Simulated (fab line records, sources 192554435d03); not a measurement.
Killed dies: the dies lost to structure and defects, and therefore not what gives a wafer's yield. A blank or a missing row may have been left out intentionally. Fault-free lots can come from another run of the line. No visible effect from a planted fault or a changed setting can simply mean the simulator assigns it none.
fab line records	flow n5-finfet	part 1 of 2: steps 1 to 3 of 6
record: lots: 20	wafers: 60	last-day: 18
route steps=1938 shown FIN_SAQP@129 FIN_CUT@167 STI_FIN_REVEAL@189
lots that met no fault: taken from a fault-free run of the same line
start-h: hours from the record's opening day to when the first of the lot's shown wafers began	wait-h: how many hours have passed since the lot's step before this one	" identical to the entry in the row above	L1.1+2: a single row standing in for several wafers	- either no value or no given start	* or withheld: withheld	< > ~ a bound
route shown NAME@n: a module of which the file shows steps, and the number in the route of the first	usual: mean/standard deviation of fault-free wafers	same: alike in all rows	chamber/n: place in a boat	sites: readings site by site	_std_site: standard deviation of those values	_edge_site: mean of outer sites minus mean of inner sites	radius-mm: for every site, how far away it sits from the centre of the wafer	mask NAME#n: copy n	behind: the tool/chamber that last shaped the wafer	hold: cause of the lot's hold/its duration in hours/its outcome	device: the n, p or np transistor that did not switch	end of line: the same wafers' tests at the end of the route	a step with no rows: only its recipe	killed: dies that structure and defects cost at the first sort, which is not the same as the wafer's yield	map: shows each die of a wafer: x if killed, . if not, _ if none is there
set.NAME: the setting the step ran with; set.NAME@STEP: the setting that earlier step ran with	model.NAME: the simulator's own value behind a step, which no gauge read
steps of the route over a sample of lots; a table a step, a row a wafer
services: from which hour (start-h, from the record's first day; less than 0 if before it) a tool's chamber was out of use, for how many hours, and why
== steps ==
step: N5_FIN_SAQP_ETCH_57
recipe: chemistry: CH3F/O2	target: SiNx	mask-material: SiO2	target-depth-a: 325	time-s: 46.4	pressure-mtorr: 30	source-w: 395	bias-w: 73	Ar_flow_sccm: 150	CH3F_flow_sccm: 30	O2_flow_sccm: 20	ion-energy-ev: 120	ends: cleared
usual: drypump-motor-current-A: 5.8/0.38	etch-rf-on-time-s: 46.5/0.79	oes-product-au: 0.65/0.066	rf-vpp-V: 297.1/2.8	showerhead-plenum-p-Torr: 1.97/0.054	throttle-valve-pct: 16.45/0.23
lot.wafer	tool	chamber	start-h	wait-h	drypump-motor-current-A	etch-rf-on-time-s	oes-product-au	rf-hours-counter-h	rf-vpp-V	showerhead-plenum-p-Torr	throttle-valve-pct
L074.1	rie-diel-02	2	23.82	0.0	6.2	46.6	0.68	132	300.7	2.09	16.67
L074.2	"	3	"	"	6.1	46.0	0.65	145	295.0	1.92	16.79
L074.6	"	0	"	"	5.9	48.0	0.63	-	293.8	1.91	16.43
L075.1	rie-diel-05	2	33.19	0.0	6.2	47.6	0.59	204	297.2	2.07	16.66
L075.4	"	1	"	"	5.1	47.2	0.59	222	299.6	1.98	16.46
L075.5	"	0	"	"	5.6	45.5	0.79	-	296.2	1.96	16.08
L076.1	rie-diel-02	3	36.27	0.0	6.1	44.9	0.63	149	294.2	1.92	16.79
L076.2	"	0	"	"	5.9	46.8	0.63	167	296.9	1.91	16.42
L076.4	"	1	"	"	5.0	47.2	0.65	138	295.4	1.93	16.29
L077.2	rie-diel-06	3	42.51	0.0	6.2	46.0	0.69	121	297.6	1.94	16.37
L077.5	"	2	"	"	5.9	47.6	0.61	-	296.5	1.98	16.25
L077.6	"	1	"	"	6.0	46.4	0.67	-	299.8	2.01	16.42
L079.2	rie-diel-05	2	54.17	0.2	6.3	46.3	0.60	213	296.5	2.06	16.66
L079.4	"	0	"	"	5.6	45.9	0.79	19	296.8	1.95	16.09
L079.5	"	3	"	"	5.7	45.8	0.64	-	294.0	1.99	16.37
L080.3	rie-diel-05	1	61.42	0.2	5.1	45.3	0.59	232	298.5	1.98	16.48
L080.5	"	2	"	"	6.2	45.9	0.60	-	296.1	2.06	16.69
L080.6	"	1	"	"	5.1	46.4	0.59	-	300.2	1.97	16.49
L082.1	rie-diel-06	3	71.87	0.0	6.2	46.4	0.68	130	297.1	1.93	16.39
L082.4	"	2	"	"	5.9	47.3	0.59	231	295.6	1.97	16.28
L082.5	"	3	"	"	6.2	46.8	0.67	-	297.1	1.93	16.39
L083.2	rie-diel-02	1	77.77	0.0	5.0	47.5	0.64	152	293.8	1.93	16.32
L083.5	"	2	"	"	6.2	47.6	0.67	-	304.2	2.08	16.71
L083.6	"	3	"	"	6.1	46.5	0.62	-	295.2	1.92	16.81
L084.2	rie-diel-02	3	84.01	0.1	6.1	46.6	0.63	165	294.9	1.92	16.83
L084.3	"	0	"	"	5.9	48.1	0.63	179	295.9	1.90	16.45
L084.6	"	0	"	"	5.9	48.2	0.63	-	293.8	1.90	16.46
L085.1	rie-diel-02	1	93.12	0.0	5.0	46.8	0.64	156	295.4	1.92	16.33
L085.5	"	0	"	"	5.9	48.3	0.62	-	295.8	1.90	16.45
L085.6	"	3	"	"	6.1	46.8	0.62	-	295.9	1.91	16.82
L086.1	rie-diel-05	1	97.22	0.0	5.1	45.7	0.58	245	298.1	1.97	16.50
L086.2	"	3	"	"	5.7	45.2	0.63	189	293.4	1.99	16.40
L086.3	"	2	"	"	6.2	44.9	0.60	228	296.3	2.06	16.70
L087.1	rie-diel-02	3	101.65	0.0	6.1	46.2	0.62	171	295.8	1.91	16.82
L087.3	"	0	"	"	5.9	47.3	0.62	185	293.5	1.90	16.47
L087.5	"	3	"	"	6.1	47.1	0.62	-	295.4	1.91	16.82
L089.1	rie-diel-02	0	113.68	0.0	5.9	46.5	0.62	189	294.8	1.90	16.48
L089.2	"	3	"	"	6.1	44.8	0.63	174	294.6	1.91	16.85
L089.5	"	3	"	"	6.1	46.0	0.62	-	296.0	1.91	16.82
L090.3	rie-diel-06	1	119.78	0.0	6.0	46.0	0.65	145	299.4	2.00	16.47
L090.5	"	1	"	"	6.0	47.1	0.65	-	300.1	2.00	16.48
L090.6	"	2	"	"	5.9	47.5	0.58	-	295.7	1.97	16.31
L092.2	rie-diel-02	1	132.40	0.0	5.0	46.2	0.63	169	294.4	1.92	16.36
L092.3	"	2	"	"	6.1	46.7	0.66	166	303.4	2.08	16.73
L092.5	"	3	"	"	6.1	45.8	0.62	-	296.4	1.91	16.84
L093.1	rie-diel-05	0	137.90	0.0	5.6	45.2	0.74	48	295.6	1.94	16.11
L093.3	"	2	"	"	6.2	46.4	0.58	245	296.3	2.05	16.73
L093.6	"	0	"	"	5.6	46.3	0.74	-	296.2	1.95	16.13
L094.2	rie-diel-06	3	145.90	0.1	6.2	46.2	0.66	158	297.3	1.93	16.46
L094.3	"	1	"	"	6.0	47.3	0.64	156	297.6	1.99	16.49
L094.5	"	3	"	"	6.2	46.8	0.65	-	297.0	1.93	16.45
L095.3	rie-diel-02	2	150.97	0.3	6.2	46.1	0.65	172	301.9	2.07	16.75
L095.4	"	1	"	"	5.0	47.1	0.62	176	294.9	1.92	16.37
L095.5	"	3	"	"	6.1	46.0	0.62	-	294.8	1.91	16.86
L096.3	rie-diel-05	1	156.25	0.0	5.1	46.0	0.83	11	297.9	1.97	16.06
L096.4	"	0	"	"	5.6	46.2	0.73	-	296.2	1.94	16.13
L096.5	"	3	"	"	5.8	45.8	0.62	-	294.5	1.98	16.42
L097.1	rie-diel-06	1	162.90	0.0	6.0	45.3	0.63	163	301.2	1.99	16.49
L097.2	"	2	"	"	5.9	45.1	0.83	6	294.4	1.97	15.88
L097.3	"	0	"	"	5.8	45.5	0.82	14	298.6	1.96	16.16
step: N5_FIN_SAQP_MANDREL2_REMOVE_60
recipe: chemistry: HBr/Cl2/O2	bt-time-s: 10	target: a-Si	stop-on: SiNx	endpoint: OES-SiCl	over-etch-frac: 1	icp-w: 600	bias-w: 22	HBr_flow_sccm: 150	Cl2_flow_sccm: 80	O2_flow_sccm: 5	pressure-mtorr: 10
usual: drypump-motor-current-A: 5.6/0.57	oes-product-au: 0.995/0.015	throttle-valve-pct: 36.67/0.21
lot.wafer	tool	chamber	start-h	wait-h	drypump-motor-current-A	oes-product-au	rf-hours-counter-h	throttle-valve-pct
L074.1	rie-si-01	3	26.81	0.1	6.3	0.987	76	36.86
L074.2	"	2	"	"	6.1	0.978	113	36.92
L074.6	"	1	"	"	4.7	0.982	-	36.81
L075.1	rie-si-03	1	34.60	0.1	6.3	0.984	65	36.66
L075.4	"	3	"	"	4.9	1.005	24	36.57
L075.5	"	1	"	"	6.3	0.995	-	36.66
L076.1	rie-si-01	0	37.66	0.1	6.4	1.030	105	36.80
L076.2	"	2	"	"	6.0	0.980	113	36.92
L076.4	"	1	"	"	4.7	0.973	65	36.82
L077.2	rie-si-01	1	44.33	0.1	4.7	0.974	65	36.82
L077.5	"	3	"	"	6.3	0.989	-	36.84
L077.6	"	1	"	"	4.7	0.978	-	36.81
L079.2	rie-si-01	2	55.55	0.1	6.0	0.982	114	36.91
L079.4	"	1	"	"	4.7	0.979	65	36.82
L079.5	"	2	"	"	6.0	0.978	-	36.91
L080.3	rie-si-01	2	63.08	0.1	6.0	0.982	114	36.91
L080.5	"	2	"	"	6.0	0.981	-	36.92
L080.6	"	3	"	"	6.3	0.990	-	36.84
L082.1	rie-si-05	0	73.44	0.1	5.7	1.000	105	36.34
L082.4	"	3	"	"	5.2	0.993	50	36.47
L082.5	"	0	"	"	5.7	1.007	-	36.35
L083.2	rie-si-01	3	79.22	0.1	6.3	0.980	78	36.84
L083.5	"	0	"	"	6.4	1.020	-	36.81
L083.6	"	3	"	"	6.3	0.986	-	36.86
L084.2	rie-si-05	1	85.39	0.1	5.2	0.997	167	36.43
L084.3	"	3	"	"	5.2	0.987	50	36.47
L084.6	"	1	"	"	5.2	1.017	-	36.44
L085.1	rie-si-01	3	96.14	0.1	6.3	0.982	78	36.83
L085.5	"	1	"	"	4.7	0.974	-	36.80
L085.6	"	0	"	"	6.5	1.022	-	36.82
L086.1	rie-si-03	3	98.98	0.1	4.9	1.015	25	36.57
L086.2	"	0	"	"	5.2	1.015	4	37.01
L086.3	"	2	"	"	5.3	0.976	83	36.48
L087.1	rie-si-01	1	103.04	0.1	4.7	0.973	66	36.81
L087.3	"	2	"	"	6.0	0.970	115	36.90
L087.5	"	2	"	"	6.0	0.981	-	36.91
L089.1	rie-si-05	3	115.24	0.1	5.2	0.986	51	36.47
L089.2	"	2	"	"	5.9	1.005	49	36.65
L089.5	"	0	"	"	5.7	0.998	-	36.36
L090.3	rie-si-03	0	121.46	0.1	5.2	1.031	4	36.98
L090.5	"	0	"	"	5.2	1.027	-	36.98
L090.6	"	1	"	"	6.3	0.983	-	36.64
L092.2	rie-si-01	2	133.79	0.1	6.0	0.990	115	36.91
L092.3	"	1	"	"	4.7	0.980	67	36.82
L092.5	"	3	"	"	6.3	0.995	-	36.86
L093.1	rie-si-05	1	139.29	0.1	5.2	1.007	168	36.44
L093.3	"	3	"	"	5.2	0.988	51	36.47
L093.6	"	2	"	"	5.9	0.999	-	36.65
L094.2	rie-si-05	3	147.30	0.1	5.2	0.988	52	36.47
L094.3	"	0	"	"	5.7	1.003	106	36.34
L094.5	"	3	"	"	5.2	0.985	-	36.46
L095.3	rie-si-05	3	152.36	0.1	5.2	0.994	52	36.48
L095.4	"	2	"	"	5.9	1.005	50	36.62
L095.5	"	0	"	"	5.7	0.999	-	36.35
L096.3	rie-si-01	0	157.64	0.1	6.5	1.021	108	36.82
L096.4	"	3	"	"	6.3	0.988	79	36.85
L096.5	"	3	"	"	6.3	0.991	-	36.85
L097.1	rie-si-01	3	164.66	0.1	6.3	0.978	79	36.86
L097.2	"	0	"	"	6.4	1.023	108	36.81
L097.3	"	1	"	"	4.7	0.984	67	36.80
step: N5_FIN_CUT_ETCH_30
recipe: chemistry: N2/H2	target: underlayer	target-depth-a: 130	mask-material: CAR-EUV	time-s: 10.4	ion-energy-ev: 200	pressure-mtorr: 30	source-w: 840	bias-w: 150	n2-flow-sccm: 200	h2-flow-sccm: 200	ends: cleared
usual: drypump-motor-current-A: 5.6/0.42	etch-rf-on-time-s: 10.28/0.16	oes-product-au: 0.68/0.089	rf-vpp-V: 524.1/2.9	showerhead-plenum-p-Torr: 2.55/0.097	throttle-valve-pct: 17.86/0.2
lot.wafer	tool	chamber	start-h	wait-h	drypump-motor-current-A	etch-rf-on-time-s	oes-product-au	rf-hours-counter-h	rf-vpp-V	showerhead-plenum-p-Torr	throttle-valve-pct
L074.1	rie-diel-01	1	28.10	0.0	5.9	10.58	0.57	239	519.5	2.40	17.73
L074.2	"	0	"	"	5.1	10.34	0.84	3	529.7	2.72	17.84
L074.6	"	0	"	"	5.1	10.29	0.83	-	529.7	2.72	17.85
L075.1	rie-diel-04	3	36.03	0.0	6.5	10.27	0.64	176	520.7	2.43	17.86
L075.4	"	0	"	"	5.8	10.34	0.60	202	526.9	2.63	17.95
L075.5	"	0	"	"	5.8	10.17	0.61	-	528.0	2.63	17.97
L076.1	rie-diel-03	0	38.87	0.0	5.2	10.12	0.63	194	520.7	2.42	18.02
L076.2	"	2	"	"	5.4	10.02	0.76	44	527.0	2.69	18.01
L076.4	"	0	"	"	5.2	10.21	0.63	-	523.0	2.42	18.01
L077.2	rie-diel-03	1	45.62	0.0	5.9	10.33	0.84	1	526.6	2.60	17.63
L077.5	"	0	"	"	5.2	10.15	0.63	-	521.5	2.42	18.03
L077.6	"	3	"	"	4.8	10.37	0.81	-	523.2	2.50	17.92
L079.2	rie-diel-01	2	56.85	0.0	5.6	10.24	0.62	207	523.3	2.52	18.02
L079.4	"	1	"	"	6.0	10.63	0.57	249	520.0	2.39	17.76
L079.5	"	2	"	"	5.5	10.36	0.61	-	522.6	2.52	18.04
L080.3	rie-diel-01	2	64.23	0.0	5.6	10.28	0.61	210	523.6	2.52	18.02
L080.5	"	2	"	"	5.6	10.33	0.61	-	522.2	2.52	18.02
L080.6	"	0	"	"	5.1	10.22	0.79	-	527.1	2.71	17.85
L082.1	rie-diel-03	1	74.71	0.0	5.9	10.22	0.81	9	526.4	2.59	17.65
L082.4	"	0	"	"	5.2	10.25	0.62	204	520.0	2.42	18.04
L082.5	"	0	"	"	5.2	10.29	0.62	-	518.9	2.42	18.04
L083.2	rie-diel-04	1	80.38	0.0	5.8	10.30	0.74	47	520.6	2.48	17.55
L083.5	"	0	"	"	5.8	10.38	0.60	-	527.1	2.62	17.98
L083.6	"	1	"	"	5.7	10.29	0.74	-	521.0	2.48	17.55
L084.2	rie-diel-04	2	86.56	0.0	5.8	10.25	0.61	199	527.6	2.62	18.00
L084.3	"	3	"	"	6.5	10.18	0.63	189	520.3	2.42	17.86
L084.6	"	3	"	"	6.5	10.16	0.63	-	521.5	2.42	17.85
L085.1	rie-diel-04	3	97.48	0.0	6.5	10.31	0.62	192	519.7	2.42	17.89
L085.5	"	1	"	"	5.7	10.36	0.74	-	521.6	2.48	17.55
L085.6	"	0	"	"	5.8	10.26	0.59	-	525.7	2.62	18.00
L086.1	rie-diel-03	1	100.27	0.0	5.9	10.39	0.78	15	525.4	2.59	17.65
L086.2	"	2	"	"	5.4	10.17	0.74	60	526.2	2.69	18.05
L086.3	"	0	"	"	5.3	10.20	0.61	211	519.6	2.42	18.06
L087.1	rie-diel-01	1	104.28	0.0	6.0	10.55	0.78	8	527.4	2.71	17.31
L087.3	"	3	"	"	5.4	9.96	0.80	21	524.0	2.60	17.70
L087.5	"	3	"	"	5.4	10.11	0.78	-	525.3	2.60	17.71
L089.1	rie-diel-04	3	116.67	0.0	6.5	10.46	0.62	198	517.9	2.42	17.87
L089.2	"	0	"	"	5.8	10.46	0.58	224	524.9	2.62	18.01
L089.5	"	2	"	"	5.8	10.48	0.60	-	526.0	2.62	17.99
L090.3	rie-diel-04	1	122.68	0.0	5.7	10.43	0.73	53	520.9	2.48	17.54
L090.5	"	0	"	"	5.8	10.32	0.59	-	526.0	2.62	18.02
L090.6	"	2	"	"	5.8	10.44	0.60	-	524.6	2.62	18.00
L092.2	rie-diel-03	0	135.07	0.0	5.2	10.13	0.61	221	519.3	2.41	18.07
L092.3	"	1	"	"	5.9	10.22	0.77	26	525.4	2.58	17.67
L092.5	"	3	"	"	4.8	10.28	0.77	-	522.0	2.49	17.96
L093.1	rie-diel-04	3	140.45	0.0	6.5	10.26	0.61	203	519.3	2.41	17.90
L093.3	"	1	"	"	5.7	10.39	0.72	59	522.1	2.48	17.57
L093.6	"	1	"	"	5.7	10.34	0.73	-	521.2	2.48	17.57
L094.2	rie-diel-04	0	148.74	0.0	5.8	10.22	0.59	234	525.2	2.61	18.02
L094.3	"	1	"	"	5.7	10.36	0.72	61	521.6	2.48	17.58
L094.5	"	0	"	"	5.8	10.24	0.58	-	525.6	2.61	18.02
L095.3	rie-diel-03	3	153.66	0.0	4.7	10.48	0.73	42	523.3	2.48	17.96
L095.4	"	3	"	"	4.8	10.50	0.74	-	522.1	2.48	17.97
L095.5	"	0	"	"	5.3	10.24	0.61	-	519.8	2.41	18.06
L096.3	rie-diel-01	1	158.79	0.0	6.0	10.28	0.76	24	529.1	2.70	17.32
L096.4	"	0	"	"	5.1	10.29	0.77	39	529.5	2.70	17.89
L096.5	"	2	"	"	5.5	10.19	0.59	-	524.2	2.51	18.10
L097.1	rie-diel-04	3	166.46	0.0	6.5	10.31	0.62	210	520.2	2.41	17.90
L097.2	"	1	"	"	5.7	10.34	0.73	65	523.1	2.48	17.57
L097.3	"	2	"	"	5.8	10.25	0.59	222	527.9	2.61	18.02
